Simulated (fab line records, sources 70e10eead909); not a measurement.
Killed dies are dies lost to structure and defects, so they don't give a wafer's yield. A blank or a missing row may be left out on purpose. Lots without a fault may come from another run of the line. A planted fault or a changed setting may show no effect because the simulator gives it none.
A struck lot beside a sound one | flow nand_harc | 26 steps out of a route of 1302
Sound: wafers L588.3, L588.4, L588.6. Struck: wafers L593.2, L593.3, L593.5. The cause comes at the end.
At each step with rows: each side's tool, then ch and its chambers, then its first start. Under that, the readings that differ: sound wafers | struck wafers | difference of the means | sigmas: that difference in standard deviations of wafers without a fault.
alike: readings whose means differ by less than 2 such deviations, and words and numbers that are the same on both sides. not compared: withheld readings, readings that some wafer has no value for, bounds like >300 that may hide the same value, and numbers for which the record gives no deviation and whose values overlap.
The two part at a step that has a row with sigmas, a row that says differs or no value, or rows on one side only. Numbers that don't overlap but have no deviation are shown without sigmas and don't part them. A reading that every wafer of one side lacks parts them only if that side has two wafers or more.

first, 5 steps without rows for these wafers: NHARC_P_GATE_STRIP_15 (strips in SPM, time 780 s); NHARC_P_GATE_PRECLEAN_71 (cleans in SC1); NHARC_P_GATE_SRD_72; NHARC_P_GATE_OXIDE_16 (material SiO2, target thk 3 nm, ox time 392 s); NHARC_P_GATE_CVD_17 (deposits poly-Si, target thk 150 nm, time 900 s).
NHARC_P_GATE_HM_DEP_102: deposits aC, target thk 120 nm.
  sound on acl_dep-02 ch 0, day 5 08:48; struck on acl_dep-02 ch 0, day 7 13:40
  alike: throttle_valve_pct
then, 6 steps without rows for these wafers: NHARC_P_GATE_DEP_103 (deposits SiON, target thk 30 nm); NHARC_P_GATE_DEHYDRATE_18 (time 120 s); NHARC_P_GATE_HMDS_19 (time 30 s); NHARC_P_GATE_COAT_20 (resist thk 90 nm); NHARC_P_GATE_SOFTBAKE_21 (time 55 s); NHARC_P_GATE_EBR_22.
NHARC_P_GATE_EXPOSE_23: exposes mask P GATE, target cd 120 nm.
  sound on arfi_scanner-03 ch 0, day 5 09:40; struck on arfi_scanner-03 ch 0, day 7 14:46
  reading | sound                      | struck                              | difference | sigmas
  mask    | P_GATE#0 P_GATE#0 P_GATE#0 | P_GATE_R1#0 P_GATE_R1#0 P_GATE_R1#0 | differs    |
then, 2 steps without rows for these wafers: NHARC_P_GATE_PEB_24 (peb time 65 s); NHARC_P_GATE_DEVELOP_25 (develop time 35 s).
NHARC_P_GATE_CD_MEAS_26: target cd 120 nm.
  sound on cd_sem-03 ch 0, day 5 09:49; struck on cd_sem-02 ch 0, day 7 14:53
  reading    | sound             | struck            | difference | sigmas
  cd_nm (nm) | 120.5 120.4 121.1 | 103.1 102.2 102.6 | -18.0      | -24
NHARC_P_GATE_OVL_MEAS_27:
  sound on overlay-02, day 5 09:54; struck on overlay-01, day 7 14:59
  reading           | sound          | struck      | difference | sigmas
  overlay_x_nm (nm) | -1.2 -0.4 -1.2 | 1.4 1.2 1.1 | +2.2       | +2
  alike: overlay_y_nm
NHARC_P_GATE_INSPECT_28:
  sound on defect_inspect-01, day 5 09:56; struck on defect_inspect-02, day 7 15:01
  alike: raw_defect_count
NHARC_P_GATE_DESCUM_31: chemistry O2, time 3 s.
  sound on rie_diel-01 ch 0,3, day 5 09:59; struck on rie_diel-01 ch 1,2,3, day 7 15:05
  reading                 | sound             | struck            | difference | sigmas
  model.P_GATE.cd_nm (nm) | 120.1 120.5 120.6 | 103.3 102.5 102.4 | -17.7      |
  alike: drypump_motor_current_A, oes_product_au, rf_vpp_V, showerhead_plenum_p_Torr, throttle_valve_pct
  not compared: rf_hours_counter_h
NHARC_P_GATE_ETCH_104: etches the open film in CF4/CHF3, target depth 60 nm.
  sound on rie_diel-01 ch 0,1,3, day 5 10:05; struck on rie_diel-01 ch 0,1,3, day 7 15:10
  reading               | sound             | struck            | difference | sigmas
  oes_product_au (a.u.) | 0.964 0.962 0.979 | 0.909 0.917 0.921 | -0.053     | -2
  alike: drypump_motor_current_A, rf_vpp_V, showerhead_plenum_p_Torr, throttle_valve_pct
NHARC_P_GATE_HM_OPEN_105: chemistry O2/COS, target depth 360 nm.
  sound on rie_diel-01 ch 0,1,2; struck on rie_diel-01 ch 1,2,3
  alike: drypump_motor_current_A, oes_product_au, rf_vpp_V, showerhead_plenum_p_Torr, throttle_valve_pct
  not compared: rf_hours_counter_h
then, 1 step without rows for these wafers: NHARC_P_GATE_STRIP_106 (strips in O2/COS).
NHARC_P_GATE_ETCH_114: etches the open film in CF4/O2, target depth 30 nm, overetch 3 nm, time 16.5 s.
  sound on rie_diel-01 ch 0,2,3; struck on rie_diel-01 ch 1,2,3
  alike: drypump_motor_current_A, oes_product_au, rf_vpp_V, showerhead_plenum_p_Torr, throttle_valve_pct
  not compared: rf_hours_counter_h
NHARC_P_GATE_ETCH_32: etches the open film in HBr/Cl2, target depth 150 nm, time 100.1 s.
  sound on rie_si-04 ch 2,3, day 5 10:28; struck on rie_si-04 ch 0,3, day 7 15:33
  reading                 | sound             | struck            | difference | sigmas
  model.P_GATE.cd_nm (nm) | 120.2 125.1 118.5 | 99.79 105.3 104.9 | -17.94     |
  alike: drypump_motor_current_A, oes_product_au, throttle_valve_pct
  not compared: rf_hours_counter_h
NHARC_P_GATE_STRIP_108: strips in O2.
  sound on rie_diel-02 ch 0,2, day 5 10:37; struck on rie_diel-07 ch 1,3, day 7 15:46
  alike: drypump_motor_current_A, oes_product_au, rf_vpp_V, showerhead_plenum_p_Torr, throttle_valve_pct
  not compared: rf_hours_counter_h
-- the record jumps here: 20 days lie between the struck wafers' starts before and after (it left off in module P_GATE and takes up again in module END, whose first step shown is number 1302 of the route) --
NHARC_END_SORT_01:
  the record has rows for the struck wafers here (prober-02 ch 0, day 27 08:55) and none for the sound ones

WHERE THEY PART
First at NHARC_P_GATE_EXPOSE_23; last, within this record, at NHARC_END_SORT_01.

WHY: what the simulator had put in
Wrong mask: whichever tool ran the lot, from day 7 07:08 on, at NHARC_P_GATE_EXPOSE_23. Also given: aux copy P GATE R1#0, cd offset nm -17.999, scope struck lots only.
